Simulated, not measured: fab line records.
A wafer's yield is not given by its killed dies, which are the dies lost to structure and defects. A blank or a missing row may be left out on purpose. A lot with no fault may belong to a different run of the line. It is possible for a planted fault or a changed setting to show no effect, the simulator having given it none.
fab line records -- flow nand_harc -- part 2 of 2: steps 4 to 6 of 6
record: lots: 22, wafers: 66, last_day: 32
route steps=1302 shown A_STAIRCASE@784
lots that met no fault: from a run of the same line without faults
start_h: start of the lot's first displayed wafer, in hours after the record's first day -- wait_h: hours since the lot's step before -- " unchanged from the row above -- L1.1+2: several wafers, shown together as one row -- - either no value or no given start -- * or withheld: withheld -- < > ~ a bound
route shown NAME@n: names a module that has steps shown in the file, with the first one's number in the route -- usual: mean/standard deviation of fault-free wafers -- same: alike in all rows -- chamber/n: place in a boat -- sites: each site's reading -- _std_site: how widely they spread, as a standard deviation -- _edge_site: outer sites' mean less inner sites' -- radius_mm: for every site, how far away it sits from the centre of the wafer -- mask NAME#n: copy n -- behind: the most recent tool/chamber to have shaped the wafer -- hold: reason for holding the lot/hours on hold/outcome of the hold -- device: whichever transistor did not switch (one of n, p or np) -- end of line: at the end of the route, the tests of the same wafers -- for a step that has no rows: nothing shown but its recipe -- killed: not the wafer's yield, but the dies lost to structure and defects at the first sort -- map: per-die view of a wafer (x killed, . not killed, _ where there is no die)
set.NAME: the setting the step ran with; set.NAME@STEP: the setting that earlier step ran with -- model.NAME: the simulator's own value behind a step, which no gauge read
one table for each step of the route and one row for each wafer, over a sample of lots
services: from which hour (start_h, from the record's first day; less than 0 if before it) a tool's chamber was out of use, for how many hours, and why
== steps ==
step: NHARC_A_STAIRCASE_DESCUM_312
recipe: time_s: 3, o2_flow_sccm: 200, ar_flow_sccm: 0, bias_power_w: 0, chemistry: O2
usual: drypump_motor_current_A: 5.8/0.47, mfc_ar_sccm: 0.004/0.0062, oes_product_au: 1.002/0.016, rf_vpp_V: 57.9/0.91, showerhead_plenum_p_Torr: 1.94/0.097, throttle_valve_pct: 11.311/0.0092
lot.wafer,tool,chamber,start_h,wait_h,drypump_motor_current_A,mfc_ar_sccm,oes_product_au,rf_hours_counter_h,rf_vpp_V,showerhead_plenum_p_Torr,throttle_valve_pct
L074.1,rie_diel-10,2,385.83,-,5.1,0.015,1.011,42,59.2,2.06,11.306
L074.2,rie_diel-10,0,385.83,-,5.0,0.000,1.011,45,58.1,2.06,11.320
L074.6,rie_diel-10,1,385.83,-,5.5,0,1.009,-,56.8,2.04,11.319
L075.4,rie_diel-06,0,406.88,-,6.2,0,1.029,25,57.5,1.86,11.300
L075.1,rie_diel-06,1,406.88,-,5.5,0.015,0.989,25,56.4,1.82,11.306
L075.5,rie_diel-06,1,406.88,-,5.6,0.015,0.977,-,57.1,1.82,11.288
L076.1,rie_diel-10,2,407.88,-,5.1,0.015,1.015,48,58.9,2.06,11.313
L076.4,rie_diel-10,0,407.88,-,5.0,0.000,0.994,50,58.6,2.06,11.311
L076.5,rie_diel-10,2,407.88,-,5.1,0.015,1.022,-,57.1,2.06,11.306
L077.4,rie_diel-06,0,411.45,-,6.1,0,1.027,27,57.4,1.86,11.321
L077.2,rie_diel-06,3,411.45,-,6.2,0.008,1.004,34,55.3,1.86,11.311
L077.5,rie_diel-06,1,411.45,-,5.5,0.015,0.988,-,57.5,1.82,11.319
L078.2,rie_diel-10,3,419.56,-,5.8,0,0.982,55,58.1,1.93,11.321
L078.1,rie_diel-10,0,419.56,-,4.9,0.000,1.004,52,59.3,2.06,11.318
L078.6,rie_diel-10,3,419.56,-,5.8,0,0.989,-,58.0,1.93,11.311
L080.1,rie_diel-06,2,453.36,-,6.3,0,0.994,52,58.3,2.06,11.305
L080.2,rie_diel-06,0,453.36,-,6.1,0,1.023,40,58.0,1.86,11.319
L080.6,rie_diel-06,2,453.36,-,6.3,0,0.995,-,58.8,2.06,11.308
L081.4,rie_diel-08,2,459.29,-,6.3,0,1.019,29,56.9,1.92,11.319
L081.1,rie_diel-08,1,459.29,-,5.5,0,1.003,27,57.1,1.92,11.312
L081.5,rie_diel-08,2,459.29,-,6.3,0,1.019,-,58.0,1.92,11.320
L083.4,rie_diel-08,3,477.82,-,5.1,0.000,0.978,37,58.6,1.95,11.296
L083.3,rie_diel-08,1,477.82,-,5.5,0,0.972,34,57.8,1.92,11.313
L083.6,rie_diel-08,3,477.82,-,5.1,0.000,0.981,-,59.5,1.95,11.325
L084.1,rie_diel-08,0,487.66,-,6.0,0,1.020,39,60.0,2.06,11.313
L084.4,rie_diel-08,2,487.66,-,6.3,0,1.008,39,56.6,1.91,11.324
L084.5,rie_diel-08,3,487.66,-,5.1,0.000,0.982,-,59.3,1.95,11.317
L085.3,rie_diel-06,3,504.59,-,6.2,0.008,0.981,5,57.6,1.85,11.309
L085.2,rie_diel-06,0,504.59,-,6.1,0,1.014,7,57.7,1.85,11.317
L085.6,rie_diel-06,2,504.59,-,6.4,0,0.987,-,58.6,2.06,11.306
L087.1,rie_diel-08,0,505.53,-,6.0,0,1.025,44,58.3,2.06,11.303
L087.2,rie_diel-08,1,505.53,-,5.5,0,1.001,43,58.1,1.92,11.302
L087.3,rie_diel-08,3,505.53,-,5.1,0.000,0.992,46,57.9,1.95,11.299
L086.4,rie_diel-06,1,507.51,-,5.6,0.015,1.016,6,57.2,1.81,11.327
L086.3,rie_diel-06,2,507.51,-,6.4,0,0.993,5,59.1,2.06,11.326
L086.1,rie_diel-06,0,507.51,-,6.1,0,0.998,7,57.0,1.85,11.326
L089.2,rie_diel-10,1,542.97,-,5.5,0,0.991,21,58.1,2.03,11.302
L089.4,rie_diel-10,3,542.97,-,5.7,0,1.000,29,57.7,1.92,11.306
L089.5,rie_diel-10,0,542.97,-,5.0,0.000,1.000,-,57.6,2.05,11.331
L088.2,rie_diel-10,1,544.63,-,5.5,0,0.987,22,57.6,2.03,11.302
L088.5,rie_diel-10,2,544.63,-,5.1,0.015,0.993,-,58.5,2.05,11.303
L088.6,rie_diel-10,3,544.63,-,5.8,0,0.996,-,57.2,1.92,11.322
L091.4,rie_diel-06,0,544.92,-,6.1,0,0.999,27,55.7,1.85,11.303
L091.2,rie_diel-06,1,544.92,-,5.5,0.015,1.030,24,57.0,1.80,11.308
L091.3,rie_diel-06,2,544.92,-,6.4,0,1.000,21,57.6,2.05,11.300
L090.2,rie_diel-06,1,545.59,-,5.5,0.015,1.024,25,56.4,1.81,11.305
L090.4,rie_diel-06,2,545.59,-,6.3,0,0.989,21,58.7,2.05,11.294
L090.5,rie_diel-06,0,545.59,-,6.1,0,0.997,-,58.3,1.85,11.331
L092.2,rie_diel-06,1,568.43,-,5.6,0.015,1.023,33,56.5,1.80,11.306
L092.4,rie_diel-06,2,568.43,-,6.3,0,0.975,29,59.6,2.05,11.315
L092.6,rie_diel-06,2,568.43,-,6.4,0,0.988,-,58.0,2.05,11.314
L093.1,rie_diel-08,3,570.41,-,5.1,0.000,1.028,8,57.7,1.94,11.295
L093.2,rie_diel-08,1,570.41,-,5.5,0,0.987,6,57.7,1.91,11.308
L093.5,rie_diel-08,3,570.41,-,5.1,0.000,1.025,-,57.7,1.94,11.311
L094.3,rie_diel-08,0,582.71,-,6.0,0,1.026,7,59.9,2.05,11.309
L094.1,rie_diel-08,2,582.71,-,6.3,0,1.007,12,58.1,1.90,11.303
L094.2,rie_diel-08,3,582.71,-,5.1,0.000,1.015,12,58.8,1.94,11.307
L095.2,rie_diel-06,0,590.02,-,6.1,0,0.998,44,57.5,1.84,11.316
L095.1,rie_diel-06,2,590.02,-,6.3,0,0.981,35,58.0,2.04,11.323
L095.6,rie_diel-06,0,590.02,-,6.1,0,1.008,-,57.4,1.84,11.310
L096.4,rie_diel-06,3,599.45,-,6.2,0.008,0.999,40,58.7,1.84,11.329
L096.1,rie_diel-06,0,599.45,-,6.2,0,1.005,48,56.7,1.84,11.309
L096.6,rie_diel-06,1,599.45,-,5.5,0.015,1.025,-,57.7,1.80,11.319
L097.1,rie_diel-06,2,601.83,-,6.4,0,0.977,39,57.2,2.04,11.324
L097.3,rie_diel-06,0,601.83,-,6.2,0,1.000,48,58.5,1.84,11.313
L097.5,rie_diel-06,2,601.83,-,6.3,0,0.989,-,58.8,2.04,11.322
step: NHARC_A_STAIRCASE_ETCH_315
recipe: target_depth_a: 25000, time_s: 607.1, ion_energy_ev: 800, c4f8_flow_sccm: 80, o2_flow_sccm: 60, ar_flow_sccm: withheld, rf_w: 600, bias_w: 3000, chemistry: C4F8/O2/Ar
usual: oes_product_au: 0.933/0.015, rf_vpp_V: 1830/12
lot.wafer,tool,chamber,start_h,wait_h,oes_product_au,rf_hours_counter_h,rf_vpp_V
L074.2,rie_diel-10,0,-,-,0.930,45,1844
L074.1,rie_diel-10,1,-,-,0.932,48,1843
L074.6,rie_diel-10,0,-,-,0.939,-,1845
L075.1,rie_diel-06,2,-,-,0.923,32,1846
L075.4,rie_diel-06,3,-,-,0.944,32,1820
L075.5,rie_diel-06,0,-,-,0.952,-,1820
L076.1,rie_diel-10,2,-,-,0.963,48,1845
L076.4,rie_diel-10,0,-,-,0.931,50,1845
L076.5,rie_diel-10,2,-,-,0.955,-,1846
L077.2,rie_diel-06,3,-,-,0.924,34,1819
L077.4,rie_diel-06,2,-,-,0.928,33,1847
L077.5,rie_diel-06,0,-,-,0.956,-,1821
L078.1,rie_diel-08,2,-,-,0.946,12,1828
L078.2,rie_diel-08,1,-,-,0.928,11,1829
L078.6,rie_diel-08,3,-,-,0.921,-,1833
L080.2,rie_diel-06,3,-,-,0.927,51,1820
L080.1,rie_diel-06,0,-,-,0.941,41,1821
L080.6,rie_diel-06,0,-,-,0.951,-,1820
L081.1,rie_diel-08,3,-,-,0.918,31,1832
L081.4,rie_diel-08,1,-,-,0.940,27,1827
L081.5,rie_diel-08,3,-,-,0.913,-,1832
L083.3,rie_diel-08,2,-,-,0.941,37,1826
L083.4,rie_diel-08,3,-,-,0.921,37,1830
L083.6,rie_diel-08,0,-,-,0.961,-,1846
L084.1,rie_diel-08,1,-,-,0.927,38,1827
L084.4,rie_diel-08,3,-,-,0.923,39,1833
L084.5,rie_diel-08,1,-,-,0.927,-,1829
L085.3,rie_diel-06,1,-,-,0.967,6,1815
L085.2,rie_diel-06,0,-,-,0.931,7,1820
L085.6,rie_diel-06,2,-,-,0.927,-,1846
L087.1,rie_diel-08,0,-,-,0.966,44,1845
L087.2,rie_diel-08,1,-,-,0.923,44,1828
L087.3,rie_diel-08,2,-,-,0.946,46,1828
L086.3,rie_diel-06,2,-,-,0.920,5,1845
L086.1,rie_diel-06,3,-,-,0.911,6,1818
L086.4,rie_diel-06,0,-,-,0.934,7,1819
L089.2,rie_diel-10,0,-,-,0.927,28,1845
L089.4,rie_diel-10,3,-,-,0.923,30,1827
L089.5,rie_diel-10,1,-,-,0.940,-,1842
L088.2,rie_diel-10,2,-,-,0.941,29,1844
L088.5,rie_diel-10,2,-,-,0.936,-,1844
L088.6,rie_diel-10,3,-,-,0.917,-,1830
L091.4,rie_diel-06,1,-,-,0.953,25,1812
L091.2,rie_diel-06,3,-,-,0.915,24,1817
L091.3,rie_diel-06,0,-,-,0.932,27,1818
L090.4,rie_diel-06,2,-,-,0.918,22,1843
L090.2,rie_diel-06,3,-,-,0.910,25,1816
L090.5,rie_diel-06,0,-,-,0.929,-,1817
L092.2,rie_diel-06,0,-,-,0.937,37,1818
L092.4,rie_diel-06,2,-,-,0.931,30,1844
L092.6,rie_diel-06,3,-,-,0.931,-,1819
L093.1,rie_diel-08,3,-,-,0.940,8,1831
L093.2,rie_diel-08,1,-,-,0.916,6,1828
L093.5,rie_diel-08,3,-,-,0.956,-,1830
L094.2,rie_diel-08,3,-,-,0.951,12,1829
L094.3,rie_diel-08,0,-,-,0.959,7,1844
L094.1,rie_diel-08,2,-,-,0.943,12,1826
L095.1,rie_diel-06,3,-,-,0.914,38,1817
L095.2,rie_diel-06,1,-,-,0.950,42,1812
L095.6,rie_diel-06,3,-,-,0.914,-,1817
L096.1,rie_diel-06,3,-,-,0.923,40,1818
L096.4,rie_diel-06,1,-,-,0.966,44,1811
L096.6,rie_diel-06,3,-,-,0.918,-,1817
L097.3,rie_diel-06,1,-,-,0.955,45,1812
L097.1,rie_diel-06,2,-,-,0.918,39,1842
L097.5,rie_diel-06,2,-,-,0.916,-,1844
step: NHARC_A_STAIRCASE_ETCHBACK_416
recipe: target_depth_a: 360, time_s: 7.2, c4f8_flow_sccm: withheld, o2_flow_sccm: 8, ar_flow_sccm: withheld, rf_w: 600, bias_w: 800, chemistry: C4F8/O2/Ar
usual: oes_product_au: 0.933/0.027, rf_vpp_V: 725/4.7
lot.wafer,tool,chamber,start_h,wait_h,oes_product_au,rf_hours_counter_h,rf_vpp_V
L074.2,rie_diel-08,2,-,-,1.037,5,724
L074.1,rie_diel-08,3,-,-,1.010,5,726
L074.6,rie_diel-08,1,-,-,1.016,-,726
L075.4,rie_diel-10,0,-,-,0.936,51,730
L075.1,rie_diel-10,3,-,-,0.919,53,723
L075.5,rie_diel-10,0,-,-,0.927,-,731
L076.4,rie_diel-10,3,-,-,0.910,54,725
L076.1,rie_diel-10,0,-,-,0.926,51,729
L076.5,rie_diel-10,3,-,-,0.918,-,723
L077.2,rie_diel-06,2,-,-,0.934,34,730
L077.4,rie_diel-06,0,-,-,0.949,28,721
L077.5,rie_diel-06,3,-,-,0.924,-,721
L078.2,rie_diel-08,3,-,-,0.915,16,726
L078.1,rie_diel-08,0,-,-,0.930,15,730
L078.6,rie_diel-08,3,-,-,0.918,-,725
L080.2,rie_diel-10,2,-,-,1.022,8,731
L080.1,rie_diel-10,0,-,-,0.992,10,731
L080.6,rie_diel-10,1,-,-,0.996,-,729
L081.1,rie_diel-10,3,-,-,0.912,11,724
L081.4,rie_diel-10,0,-,-,0.923,11,730
L081.5,rie_diel-10,2,-,-,0.927,-,731
L083.3,rie_diel-06,0,-,-,0.936,52,720
L083.4,rie_diel-06,3,-,-,0.921,63,720
L083.6,rie_diel-06,1,-,-,0.917,-,720
L084.1,rie_diel-08,0,-,-,0.961,39,730
L084.4,rie_diel-08,1,-,-,0.928,39,724
L084.5,rie_diel-08,3,-,-,0.918,-,725
L085.3,rie_diel-08,3,-,-,0.924,48,727
L085.2,rie_diel-08,0,-,-,0.946,45,732
L085.6,rie_diel-08,1,-,-,0.926,-,724
L087.2,rie_diel-06,0,510.90,3.0,0.924,8,721
L087.1,rie_diel-06,1,510.90,3.0,0.951,7,717
L087.3,rie_diel-06,2,510.90,3.0,0.901,6,731
L086.3,rie_diel-08,2,-,-,0.944,49,723
L086.1,rie_diel-08,3,-,-,0.908,50,725
L086.4,rie_diel-08,0,-,-,0.942,47,730
L089.4,rie_diel-10,1,-,-,0.924,23,728
L089.2,rie_diel-10,3,-,-,0.913,31,724
L089.5,rie_diel-10,1,-,-,0.916,-,729
L088.2,rie_diel-06,3,-,-,0.895,25,720
L088.5,rie_diel-06,3,-,-,0.898,-,719
L088.6,rie_diel-06,0,-,-,0.925,-,719
L091.4,rie_diel-06,1,-,-,0.950,26,718
L091.3,rie_diel-06,2,-,-,0.903,23,729
L091.2,rie_diel-06,0,-,-,0.916,28,721
L090.2,rie_diel-10,1,-,-,0.919,24,729
L090.4,rie_diel-10,3,-,-,0.913,32,723
L090.5,rie_diel-10,0,-,-,0.922,-,730
L092.4,rie_diel-06,1,-,-,0.952,34,719
L092.2,rie_diel-06,3,-,-,0.918,32,719
L092.6,rie_diel-06,0,-,-,0.927,-,720
L093.2,rie_diel-06,0,-,-,0.926,38,718
L093.1,rie_diel-06,1,-,-,0.940,34,717
L093.5,rie_diel-06,3,-,-,0.915,-,718
L094.2,rie_diel-06,3,589.91,4.8,0.915,37,718
L094.3,rie_diel-06,0,589.91,4.8,0.925,44,719
L094.1,rie_diel-06,2,589.91,4.8,0.921,35,730
L095.2,rie_diel-08,2,-,-,0.930,19,722
L095.1,rie_diel-08,0,-,-,0.947,14,730
L095.6,rie_diel-08,1,-,-,0.908,-,723
L096.1,rie_diel-06,0,-,-,0.922,48,720
L096.4,rie_diel-06,1,-,-,0.952,45,719
L096.6,rie_diel-06,0,-,-,0.932,-,719
L097.3,rie_diel-06,3,-,-,0.912,42,720
L097.1,rie_diel-06,0,-,-,0.929,49,721
L097.5,rie_diel-06,2,-,-,0.913,-,730
== services ==
tool,chamber,start_h,hours,kind
rie_diel-08,1,362.69,5.6,repair
rie_diel-06,0,365.86,-,clean
rie_diel-06,1,365.86,-,clean
rie_diel-06,2,365.86,-,clean
rie_diel-06,3,365.86,-,clean
rie_diel-08,-,367.84,9.0,pm
rie_diel-06,-,384.12,1.8,repair
rie_diel-06,0,390.40,-,clean
rie_diel-06,1,390.40,-,clean
rie_diel-06,2,390.40,-,clean
rie_diel-06,3,390.40,-,clean
rie_diel-06,0,414.91,-,clean
rie_diel-06,1,414.91,-,clean
rie_diel-06,2,414.91,-,clean
rie_diel-06,3,414.91,-,clean
rie_diel-10,-,420.00,9.0,pm
rie_diel-10,1,466.77,17.7,repair
rie_diel-06,2,474.45,7.3,repair
rie_diel-06,-,484.37,9.0,pm
rie_diel-10,-,491.56,33.9,repair
rie_diel-08,-,541.65,3.1,repair
rie_diel-08,-,544.84,9.0,pm
rie_diel-06,3,558.29,5.9,repair
rie_diel-10,-,597.01,9.0,pm
